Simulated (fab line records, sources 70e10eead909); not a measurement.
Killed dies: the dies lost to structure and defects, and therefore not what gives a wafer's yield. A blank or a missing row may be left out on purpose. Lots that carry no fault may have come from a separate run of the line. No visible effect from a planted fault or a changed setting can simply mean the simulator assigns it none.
fab line records | flow nandHarc
record: lots: 7 | wafers: 21 | lastDay: 34
route steps=1302 shown P_GATE@185 END@1302
lots untouched by any fault: they come from a run of this same line in which no faults occurred
startH: the number of hours between the record's first day and the start of the first shown wafer of the lot | waitH: hours elapsed since this lot's preceding step | " unchanged from the row above | L1.1+2: several wafers, shown together as one row | - no value, or no start was given | * or withheld: withheld | < > ~ a bound
route shown NAME@n: names a module that has steps shown in the file, with the first one's number in the route | usual: the fault-free wafers' mean and standard deviation | same: alike in all rows | chamber/n: place in a boat | sites: the reading at each site | _std_site: standard deviation of those values | _edge_site: the outer-site mean with the inner-site mean subtracted | radiusMm: for every site, how far away it sits from the centre of the wafer | mask NAME#n: copy n | behind: tool/chamber where the wafer was last shaped | hold: the reason the lot was held/the length of the hold in hours/how it ended | device: transistor that didn't switch, given as n, p or np | end of line: the same wafers' tests at the end of the route | where a step has no rows: the recipe by itself | killed: not the wafer's yield, but the dies lost to structure and defects at the first sort | map: the dies of a wafer, with x for killed, . for not killed, _ for no die there
set.NAME: the setting that was run; set.NAME@STEP: the one run at that earlier step | model.NAME: the simulator's own value behind a step, which no gauge read
lots seen at some steps along the route; tables by step, rows by wafer
services: a tool's chamber out of use, with start hour (startH, from the record's first day; less than 0 if before it), hours out, and reason
== steps ==
step: NHARC_P_GATE_CD_MEAS_59
recipe: targetCdNm: 720 | landingEnergyEv: 500
usual: cdNm: 719.9/1.6
lot.wafer | tool     | chamber | startH | waitH | cdNm
L128.3    | cdSem-01 | 0       | 128.62 | -     | 719.3
L128.4    | "        | 0       | "      | "     | 721.7
L128.6    | "        | 0       | "      | "     | 722.8
L129.1    | cdSem-03 | 0       | 140.49 | -     | 718.5
L129.2    | "        | 0       | "      | "     | 720.4
L129.3    | "        | 0       | "      | "     | 720.1
L144.2    | cdSem-01 | 0       | 290.60 | -     | 719.8
L144.5    | "        | 0       | "      | "     | 720.3
L144.6    | "        | 0       | "      | "     | 720.3
L146.3    | cdSem-02 | 0       | 306.54 | -     | 719.3
L146.4    | "        | 0       | "      | "     | 721.0
L146.6    | "        | 0       | "      | "     | 718.3
L147.1    | cdSem-03 | 0       | 318.80 | -     | 720.9
L147.2    | "        | 0       | "      | "     | 717.2
L147.5    | "        | 0       | "      | "     | 720.7
L148.3    | cdSem-03 | 0       | 334.01 | -     | 716.7
L148.4    | "        | 0       | "      | "     | 718.1
L148.5    | "        | 0       | "      | "     | 722.1
L149.1    | cdSem-01 | 0       | 337.04 | -     | 717.9
L149.3    | "        | 0       | "      | "     | 723.3
L149.4    | "        | 0       | "      | "     | 716.5
step: NHARC_P_GATE_HARDBAKE_60
recipe: tempC: 125 | timeS: 80
step: NHARC_P_GATE_DESCUM_61
recipe: timeS: 3 | o2FlowSccm: 200 | arFlowSccm: 0 | biasPowerW: 0 | chemistry: O2
usual: drypumpMotorCurrentA: 5.9/0.38 | oesProductAu: 1.003/0.0092 | rfVppV: 57.9/0.9 | showerheadPlenumPTorr: 1.94/0.088 | throttleValvePct: 11.312/0.0083
lot.wafer | tool       | chamber | startH | waitH | drypumpMotorCurrentA | oesProductAu | rfHoursCounterH | rfVppV | showerheadPlenumPTorr | throttleValvePct
L128.3    | rieDiel-12 | 1       | 128.79 | -     | 5.8                  | 1.009        | 3.0             | 57.2   | 1.96                  | 11.299
L128.4    | "          | 2       | "      | "     | 5.9                  | 1.003        | 2.0             | 55.5   | 1.79                  | 11.321
L128.6    | "          | 0       | "      | "     | 5.9                  | 0.990        | -               | 58.5   | 2.03                  | 11.314
L129.3    | rieDiel-06 | 2       | 140.65 | -     | 5.5                  | 1.016        | 0               | 56.5   | 1.79                  | 11.301
L129.1    | "          | 3       | "      | "     | 5.8                  | 1.009        | 0               | 57.7   | 2.02                  | 11.300
L129.2    | "          | 0       | "      | "     | 5.5                  | 1.004        | 0               | 56.4   | 1.96                  | 11.327
L144.2    | rieDiel-05 | 3       | 290.77 | -     | 6.5                  | 1.010        | 2.1             | 58.5   | 2.06                  | 11.300
L144.5    | "          | 2       | "      | "     | 5.5                  | 1.015        | -               | 57.3   | 1.86                  | 11.297
L144.6    | "          | 3       | "      | "     | 6.4                  | 1.009        | -               | 58.6   | 2.06                  | 11.307
L146.4    | rieDiel-05 | 3       | 306.71 | -     | 6.4                  | 1.010        | 2.5             | 59.2   | 2.06                  | 11.312
L146.3    | "          | 1       | "      | "     | 5.9                  | 1.012        | 3.5             | 58.5   | 1.91                  | 11.308
L146.6    | "          | 2       | "      | "     | 5.5                  | 1.007        | -               | 58.4   | 1.86                  | 11.309
L147.1    | rieDiel-05 | 3       | 318.97 | -     | 6.4                  | 1.003        | 2.8             | 59.8   | 2.06                  | 11.311
L147.2    | "          | 1       | "      | "     | 6.0                  | 1.013        | 3.8             | 57.9   | 1.91                  | 11.324
L147.5    | "          | 3       | "      | "     | 6.5                  | 1.010        | -               | 59.4   | 2.06                  | 11.309
L148.3    | rieDiel-06 | 1       | 334.17 | -     | 5.1                  | 0.998        | 0.7             | 56.7   | 1.92                  | 11.321
L148.4    | "          | 3       | "      | "     | 5.8                  | 1.011        | 1.3             | 57.9   | 2.02                  | 11.309
L148.5    | "          | 0       | "      | "     | 5.5                  | 1.006        | -               | 59.0   | 1.96                  | 11.312
L149.1    | rieDiel-05 | 2       | 337.20 | -     | 5.5                  | 1.000        | 5.5             | 57.0   | 1.86                  | 11.308
L149.3    | "          | 0       | "      | "     | 6.1                  | 1.021        | 5.1             | 57.1   | 1.91                  | 11.309
L149.4    | "          | 1       | "      | "     | 5.9                  | 1.008        | 6.3             | 56.1   | 1.91                  | 11.333
step: NHARC_P_GATE_IMPLANT_62
recipe: energyKev: 20 | doseCm2: 3e+15 | tiltDeg: 7
step: NHARC_P_GATE_STRIP_112
recipe: powerW: 1500 | tempC: 110 | timeS: 200 | chemistry: N2/H2
usual: drypumpMotorCurrentA: 5.85/0.24 | heaterPowerW: 85/8.1 | tempC: 110.02/0.15
lot.wafer | tool           | chamber | startH | waitH | drypumpMotorCurrentA | heaterPowerW | rfHoursCounterH | tempC
L128.4    | plasmaAsher-02 | 1       | 129.24 | 0.2   | 5.84                 | 84           | -               | 110.23
L128.3    | "              | 0       | "      | "     | 5.46                 | 87           | -               | 110.34
L128.6    | "              | 0       | "      | "     | 5.47                 | 85           | -               | 110.17
L129.2    | plasmaAsher-02 | 1       | 141.01 | 0.2   | 5.82                 | 86           | 11              | 110.21
L129.1    | "              | 0       | "      | "     | 5.45                 | 88           | 11              | 109.85
L129.3    | "              | 0       | "      | "     | 5.45                 | 87           | -               | 110.04
L144.2    | plasmaAsher-01 | 0       | 291.17 | 0.2   | 5.97                 | 97           | 24              | 109.73
L144.6    | "              | 1       | "      | "     | 6.08                 | 73           | -               | 109.83
L144.5    | "              | 0       | "      | "     | 5.97                 | 95           | -               | 109.75
L146.3    | plasmaAsher-02 | 1       | 307.15 | 0.2   | 5.81                 | 85           | -               | 109.99
L146.4    | "              | 0       | "      | "     | 5.45                 | 87           | -               | 110.03
L146.6    | "              | 0       | "      | "     | 5.43                 | 91           | -               | 110.10
L147.2    | plasmaAsher-01 | 1       | 319.32 | 0.2   | 6.09                 | 72           | 29              | 110.14
L147.1    | "              | 0       | "      | "     | 5.95                 | 94           | 29              | 109.96
L147.5    | "              | 1       | "      | "     | 6.08                 | 71           | -               | 110.32
L148.3    | plasmaAsher-01 | 1       | 334.61 | 0.2   | 6.06                 | 72           | -               | 110.10
L148.4    | "              | 0       | "      | "     | 5.98                 | 93           | -               | 110.13
L148.5    | "              | 1       | "      | "     | 6.08                 | 71           | -               | 110.07
L149.1    | plasmaAsher-02 | 0       | 337.57 | 0.2   | 5.47                 | 92           | 16              | 110.06
L149.3    | "              | 0       | "      | "     | 5.43                 | 93           | -               | 109.66
L149.4    | "              | 1       | "      | "     | 5.80                 | 84           | -               | 110.08
step: NHARC_P_GATE_STRIP_76
recipe: powerW: 1500 | tempC: 250 | chemistry: O2
usual: drypumpMotorCurrentA: 5.85/0.23 | heaterPowerW: 317/30 | tempC: 249.99/0.19
lot.wafer | tool           | chamber | startH | waitH | drypumpMotorCurrentA | heaterPowerW | rfHoursCounterH | tempC
L128.4    | plasmaAsher-02 | 1       | 129.43 | 0.2   | 5.82                 | 316          | -               | 249.94
L128.3    | "              | 0       | "      | "     | 5.46                 | 313          | -               | 250.20
L128.6    | "              | 0       | "      | "     | 5.44                 | 322          | -               | 250.10
L129.2    | plasmaAsher-02 | 1       | 141.27 | 0.2   | 5.83                 | 322          | 11              | 249.90
L129.1    | "              | 0       | "      | "     | 5.46                 | 329          | 11              | 250.07
L129.3    | "              | 0       | "      | "     | 5.47                 | 328          | -               | 250.12
L144.2    | plasmaAsher-01 | 0       | 291.40 | 0.2   | 5.98                 | 346          | 24              | 249.93
L144.6    | "              | 1       | "      | "     | 6.10                 | 275          | -               | 249.38
L144.5    | "              | 0       | "      | "     | 5.94                 | 346          | -               | 250.17
L146.3    | plasmaAsher-02 | 1       | 307.35 | 0.2   | 5.81                 | 316          | -               | 250.11
L146.4    | "              | 0       | "      | "     | 5.47                 | 339          | -               | 249.63
L146.6    | "              | 0       | "      | "     | 5.46                 | 342          | -               | 249.98
L147.2    | plasmaAsher-01 | 1       | 319.59 | 0.2   | 6.09                 | 265          | 29              | 250.17
L147.1    | "              | 0       | "      | "     | 5.96                 | 352          | 29              | 249.92
L147.5    | "              | 1       | "      | "     | 6.12                 | 269          | -               | 249.98
L148.3    | plasmaAsher-01 | 1       | 334.81 | 0.2   | 6.09                 | 280          | -               | 250.04
L148.4    | "              | 0       | "      | "     | 5.95                 | 348          | -               | 249.86
L148.5    | "              | 1       | "      | "     | 6.08                 | 273          | -               | 250.27
L149.1    | plasmaAsher-02 | 0       | 337.83 | 0.2   | 5.48                 | 331          | 16              | 250.15
L149.3    | "              | 0       | "      | "     | 5.48                 | 340          | -               | 250.31
L149.4    | "              | 1       | "      | "     | 5.81                 | 319          | -               | 250.21
step: NHARC_P_GATE_STRIP_63
recipe: timeS: 900 | tempC: 130 | chemistry: SPM
step: NHARC_P_GATE_DEHYDRATE_83
recipe: tempC: 150 | timeS: 120
step: NHARC_P_GATE_HMDS_84
recipe: timeS: 30
step: NHARC_P_GATE_COAT_85
recipe: spinRpm: 3000
step: NHARC_P_GATE_SOFTBAKE_86
recipe: tempC: 122 | timeS: 95
step: NHARC_P_GATE_EBR_87
step: NHARC_P_GATE_EXPOSE_88
recipe: na: 0.6 | targetCdNm: 2000 | doseMj: 11.87 | maskId: P_HVN
usual: exposureDoseMJCm2: 11.868/0.012
lot.wafer | tool          | chamber | startH | waitH | mask    | exposureDoseMJCm2
L128.3    | krfScanner-04 | 0       | 130.20 | -     | P_HVN#0 | 11.882
L128.4    | "             | 0       | "      | "     | P_HVN#0 | 11.882
L128.6    | "             | 0       | "      | "     | P_HVN#0 | 11.866
L129.1    | krfScanner-04 | 0       | 141.91 | -     | P_HVN#0 | 11.854
L129.2    | "             | 0       | "      | "     | P_HVN#0 | 11.858
L129.3    | "             | 0       | "      | "     | P_HVN#0 | 11.837
L144.2    | krfScanner-02 | 0       | 292.16 | -     | P_HVN#0 | 11.855
L144.5    | "             | 0       | "      | "     | P_HVN#0 | 11.864
L144.6    | "             | 0       | "      | "     | P_HVN#0 | 11.844
L146.3    | krfScanner-04 | 0       | 308.10 | -     | P_HVN#0 | 15.772
L146.4    | "             | 0       | "      | "     | P_HVN#0 | 15.770
L146.6    | "             | 0       | "      | "     | P_HVN#0 | 15.777
L147.1    | krfScanner-04 | 0       | 320.23 | -     | P_HVN#0 | 15.788
L147.2    | "             | 0       | "      | "     | P_HVN#0 | 15.774
L147.5    | "             | 0       | "      | "     | P_HVN#0 | 15.781
L148.3    | krfScanner-03 | 0       | 335.56 | -     | P_HVN#0 | 11.866
L148.4    | "             | 0       | "      | "     | P_HVN#0 | 11.876
L148.5    | "             | 0       | "      | "     | P_HVN#0 | 11.853
L149.1    | krfScanner-04 | 0       | 338.59 | -     | P_HVN#0 | 15.788
L149.3    | "             | 0       | "      | "     | P_HVN#0 | 15.784
L149.4    | "             | 0       | "      | "     | P_HVN#0 | 15.777
step: NHARC_P_GATE_PEB_89
recipe: pebTempC: 118 | pebTimeS: 85
step: NHARC_P_GATE_DEVELOP_90
recipe: timeS: 70
step: NHARC_P_GATE_CD_MEAS_91
recipe: targetCdNm: 2000 | landingEnergyEv: 500
usual: cdNm: 1999.9/2.5
lot.wafer | tool     | chamber | startH | waitH | cdNm
L128.3    | cdSem-02 | 0       | 130.35 | -     | 1996.4
L128.4    | "        | 0       | "      | "     | 1996.7
L128.6    | "        | 0       | "      | "     | 1996.1
L129.1    | cdSem-01 | 0       | 142.07 | -     | 1999.6
L129.2    | "        | 0       | "      | "     | 2002.1
L129.3    | "        | 0       | "      | "     | 2002.3
L144.2    | cdSem-02 | 0       | 292.32 | -     | 2003.4
L144.5    | "        | 0       | "      | "     | 2001.3
L144.6    | "        | 0       | "      | "     | 2005.1
L146.3    | cdSem-02 | 0       | 308.25 | -     | 2045.6
L146.4    | "        | 0       | "      | "     | 2049.4
L146.6    | "        | 0       | "      | "     | 2046.9
L147.1    | cdSem-01 | 0       | 320.39 | -     | 2047.0
L147.2    | "        | 0       | "      | "     | 2045.0
L147.5    | "        | 0       | "      | "     | 2044.3
L148.3    | cdSem-01 | 0       | 335.71 | -     | 1996.4
L148.4    | "        | 0       | "      | "     | 1997.7
L148.5    | "        | 0       | "      | "     | 1996.0
L149.1    | cdSem-02 | 0       | 338.75 | -     | 2051.7
L149.3    | "        | 0       | "      | "     | 2049.3
L149.4    | "        | 0       | "      | "     | 2048.1
step: NHARC_P_GATE_HARDBAKE_92
recipe: tempC: 125 | timeS: 80
step: NHARC_P_GATE_DESCUM_93
recipe: timeS: 3 | o2FlowSccm: 200 | arFlowSccm: 0 | biasPowerW: 0 | chemistry: O2
usual: drypumpMotorCurrentA: 5.9/0.37 | oesProductAu: 1.006/0.01 | rfVppV: 57.9/0.82 | showerheadPlenumPTorr: 1.94/0.082 | throttleValvePct: 11.312/0.0092
lot.wafer | tool       | chamber | startH | waitH | drypumpMotorCurrentA | oesProductAu | rfHoursCounterH | rfVppV | showerheadPlenumPTorr | throttleValvePct | model.P_GATE.cdNm
L128.3    | rieDiel-05 | 1       | 130.51 | -     | 5.9                  | 1.018        | 2               | 57.0   | 1.91                  | 11.305           | 1996
L128.4    | "          | 2       | "      | "     | 5.5                  | 0.985        | 2               | 57.6   | 1.86                  | 11.300           | 1997
L128.6    | "          | 1       | "      | "     | 5.9                  | 1.003        | -               | 58.5   | 1.92                  | 11.304           | 1996
L129.1    | rieDiel-05 | 0       | 142.23 | -     | 6.1                  | 1.018        | 3               | 57.0   | 1.91                  | 11.306           | 1999
L129.2    | "          | 2       | "      | "     | 5.5                  | 0.995        | 3               | 59.0   | 1.86                  | 11.316           | 2002
L129.3    | "          | 3       | "      | "     | 6.5                  | 1.016        | 4               | 58.4   | 2.06                  | 11.307           | 2002
L144.2    | rieDiel-05 | 3       | 292.47 | -     | 6.5                  | 1.001        | 2               | 59.0   | 2.06                  | 11.320           | 2003
L144.5    | "          | 3       | "      | "     | 6.4                  | 1.005        | -               | 58.7   | 2.06                  | 11.313           | 2001
L144.6    | "          | 0       | "      | "     | 6.1                  | 1.013        | -               | 57.3   | 1.91                  | 11.312           | 2005
L146.4    | rieDiel-05 | 1       | 308.42 | -     | 6.0                  | 1.007        | 3               | 58.0   | 1.91                  | 11.305           | 2049
L146.3    | "          | 2       | "      | "     | 5.5                  | 0.999        | 3               | 57.3   | 1.86                  | 11.316           | 2045
L146.6    | "          | 0       | "      | "     | 6.1                  | 1.013        | -               | 57.3   | 1.91                  | 11.308           | 2047
L147.1    | rieDiel-12 | 1       | 320.55 | -     | 5.8                  | 1.015        | 2               | 58.4   | 1.96                  | 11.319           | 2047
L147.2    | "          | 0       | "      | "     | 5.9                  | 1.011        | 2               | 58.3   | 2.03                  | 11.303           | 2046
L147.5    | "          | 2       | "      | "     | 5.9                  | 1.005        | -               | 56.2   | 1.79                  | 11.308           | 2045
L148.4    | rieDiel-06 | 3       | 335.86 | -     | 5.8                  | 1.028        | 1               | 58.6   | 2.02                  | 11.326           | 1998
L148.3    | "          | 1       | "      | "     | 5.1                  | 0.999        | 1               | 57.4   | 1.92                  | 11.315           | 1997
L148.5    | "          | 0       | "      | "     | 5.5                  | 1.017        | -               | 57.8   | 1.96                  | 11.316           | 1997
L149.1    | rieDiel-06 | 3       | 338.91 | -     | 5.8                  | 1.028        | 1               | 58.9   | 2.02                  | 11.323           | 2052
L149.3    | "          | 1       | "      | "     | 5.1                  | 1.008        | 1               | 57.3   | 1.92                  | 11.303           | 2050
L149.4    | "          | 2       | "      | "     | 5.5                  | 1.020        | 1               | 57.3   | 1.79                  | 11.329           | 2048
step: NHARC_P_GATE_IMPLANT_94
recipe: energyKev: 60 | doseCm2: 2e+15 | tiltDeg: 7
step: NHARC_END_SORT_01
recipe: tempC: 25
usual: killedAtArray: 57/18 | killedAtOther: 0.8/1 | killedAtPeriphery: 3.9/2.8 | killedDies: 62/18 | killedOpen: 3.4/1.8 | killedShort: 2.2/1.6
same: grossDies: 677
lot.wafer | tool      | chamber | startH | waitH | killedAtArray | killedAtOther | killedAtPeriphery | killedDies | killedOpen | killedShort
L128.3    | prober-01 | 0       | 605.00 | 3.1   | 58            | 0             | 4                 | 62         | 4          | 2
L128.4    | prober-01 | 0       | 605.81 | 3.4   | 65            | 0             | 5                 | 70         | 2          | 1
L128.6    | prober-01 | 0       | 607.42 | 4.0   | 58            | 0             | 3                 | 61         | 2          | 3
L146.4    | prober-02 | 0       | 778.12 | 3.5   | 59            | 2             | 6                 | 67         | 7          | 7
L146.6    | prober-02 | 0       | 779.76 | 4.1   | 51            | 0             | 6                 | 57         | 4          | 4
L147.1    | prober-01 | 0       | 782.21 | 2.5   | 36            | 2             | 3                 | 41         | 4          | 2
L147.2    | prober-01 | 0       | 782.99 | 2.8   | 40            | 0             | 13                | 53         | 6          | 5
L147.5    | prober-01 | 0       | 785.34 | 3.6   | 37            | 1             | 8                 | 46         | 1          | 3
killed by level:class
L128.3 A_CHANNEL_HOLE_D2:chamberFilmFlake=30 A_SLIT:chamberFilmFlake=18 A_STAIRCASE:chamberFilmFlake=3 P_GATE:geometricParticle:open=2 A_CHANNEL_HOLE_D1:chamberFilmFlake=2 P_M0:geometricParticle:open=1 A_CHANNEL_FILL_D1:geometricParticle:short=1 A_M0:geometricParticle:short=1
L128.4 A_CHANNEL_HOLE_D2:chamberFilmFlake=30 A_SLIT:chamberFilmFlake=25 A_M1:chamberFilmFlake=3 A_CHANNEL_HOLE_D2:geometricParticle:open=2 P_ZERO_WELL:chamberFilmFlake=2 P_STI:chamberFilmFlake=2 A_DECK1_JOINT:chamberFilmFlake=2 A_ONON_D2:geometricParticle:short=1
L128.6 A_CHANNEL_HOLE_D2:chamberFilmFlake=29 A_SLIT:chamberFilmFlake=17 P_GATE:chamberFilmFlake=2 A_CHANNEL_HOLE_D1:chamberFilmFlake=2 A_DECK1_JOINT:chamberFilmFlake=2 A_STAIRCASE:chamberFilmFlake=2 A_SOURCE_PLATE:geometricParticle:open=1 A_CHANNEL_FILL_D1:geometricParticle:short=1
L146.4 A_SLIT:chamberFilmFlake=30 A_CHANNEL_HOLE_D1:chamberFilmFlake=10 A_CHANNEL_FILL_D2:chamberFilmFlake=5 A_CHANNEL_FILL_D2:geometricParticle:open=2 A_WL_FILL:geometricParticle:short=2 P_GATE:chamberFilmFlake=2 THIN_TSV:chamberFilmFlake=2 P_GATE:geometricParticle:open=1
L146.6 A_SLIT:chamberFilmFlake=25 A_CHANNEL_HOLE_D1:chamberFilmFlake=7 A_STAIRCASE:chamberFilmFlake=4 P_GATE:chamberFilmFlake=3 A_CHANNEL_FILL_D2:chamberFilmFlake=3 P_CONTACT:geometricParticle:open=2 A_M0:geometricParticle:open=2 A_CHANNEL_HOLE_D2:chamberFilmFlake=2
L147.1 A_CHANNEL_HOLE_D1:chamberFilmFlake=13 A_CONTACT:chamberFilmFlake=11 A_SLIT:chamberFilmFlake=4 A_ONON_D1:geometricParticle:open=1 A_ONON_D1:geometricParticle:short=1 A_CHANNEL_FILL_D1:geometricParticle:open=1 A_ONON_D2:geometricParticle:short=1 A_CHANNEL_FILL_D2:geometricParticle:open=1
L147.2 A_CHANNEL_HOLE_D1:chamberFilmFlake=15 A_SLIT:chamberFilmFlake=13 P_M1:chamberFilmFlake=3 A_CONTACT:chamberFilmFlake=3 P_CONTACT:geometricParticle:open=2 A_CHANNEL_FILL_D2:geometricParticle:short=2 A_BLC:geometricParticle:open=2 A_M0:geometricParticle:open=2
L147.5 A_CHANNEL_HOLE_D1:chamberFilmFlake=17 A_SLIT:chamberFilmFlake=8 A_CONTACT:chamberFilmFlake=5 P_M1:chamberFilmFlake=4 A_STAIRCASE:chamberFilmFlake=3 P_GATE:chamberFilmFlake=2 A_DECK1_JOINT:chamberFilmFlake=2 P_CONTACT:geometricParticle:open=1
== services ==
tool           | chamber | startH | hours | kind
rieDiel-06     | 2       | 109.60 | 6.1   | repair
rieDiel-06     | -       | 124.93 | 0.1   | repair
rieDiel-06     | -       | 130.27 | 9.0   | pm
rieDiel-05     | 0       | 134.22 | 4.4   | repair
krfScanner-04  | -       | 142.36 | 0.7   | repair
rieDiel-05     | 2       | 155.74 | 2.8   | repair
plasmaAsher-01 | -       | 165.07 | 9.0   | pm
krfScanner-04  | -       | 182.00 | 4.0   | pm
krfScanner-02  | -       | 192.68 | 20.6  | repair
rieDiel-06     | 2       | 213.22 | 6.0   | repair
plasmaAsher-02 | -       | 218.38 | 1.0   | repair
rieDiel-06     | 3       | 220.10 | 6.1   | repair
krfScanner-02  | -       | 220.44 | 1.0   | repair
krfScanner-03  | -       | 224.00 | 4.0   | pm
rieDiel-05     | -       | 229.66 | 9.0   | pm
rieDiel-05     | 2       | 240.45 | 12.0  | repair
plasmaAsher-01 | -       | 241.89 | 0.8   | repair
plasmaAsher-02 | -       | 249.00 | 9.0   | pm
rieDiel-12     | -       | 268.40 | 9.0   | pm
rieDiel-12     | 3       | 283.44 | 5.6   | repair
rieDiel-06     | 2       | 294.14 | 7.0   | repair
rieDiel-06     | -       | 307.27 | 9.0   | pm
plasmaAsher-01 | -       | 316.57 | 1.7   | repair
krfScanner-04  | -       | 325.06 | 1.4   | repair
== key ==
firstSign: step: NHARC_P_GATE_EXPOSE_88 | reading: exposureDoseMJCm2 | direction: up | sigmas: 99+ | usual: 11.868 | struck: 15.779
effect: step: NHARC_P_GATE_CD_MEAS_91 | reading: cdNm | direction: up | sigmas: 19 | usual: 1999.9 | struck: 2047.5
modelEffect: step: NHARC_P_GATE_DESCUM_93 | value: P_GATE.cdNm | without: 1999 | struck: 2048
metAt NHARC_P_GATE_EXPOSE_88
struckWafers L146.3,L146.4,L146.6,L147.1,L147.2,L147.5,L149.1,L149.3,L149.4
testerLeftOut L146,L147,L149
onsetBetween 141.91 308.10
fault: kind: processParameterDrift | tool: krfScanner-04 | chamber: - | onsetH: 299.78 | steps: NHARC_P_GATE_EXPOSE_88 | channel: doseMj | offset: 3.9101 | shape: step | actsIn: theseRecipesOnly | stated: 11.87
testerLeftOut: of these lots the tester's yield and bins aren't shown, on N5 and GAA mostly nor the transistor test; their killed dies are dies lost to structure and defects alone, not to doping, threshold or leakage, so they don't give the yield
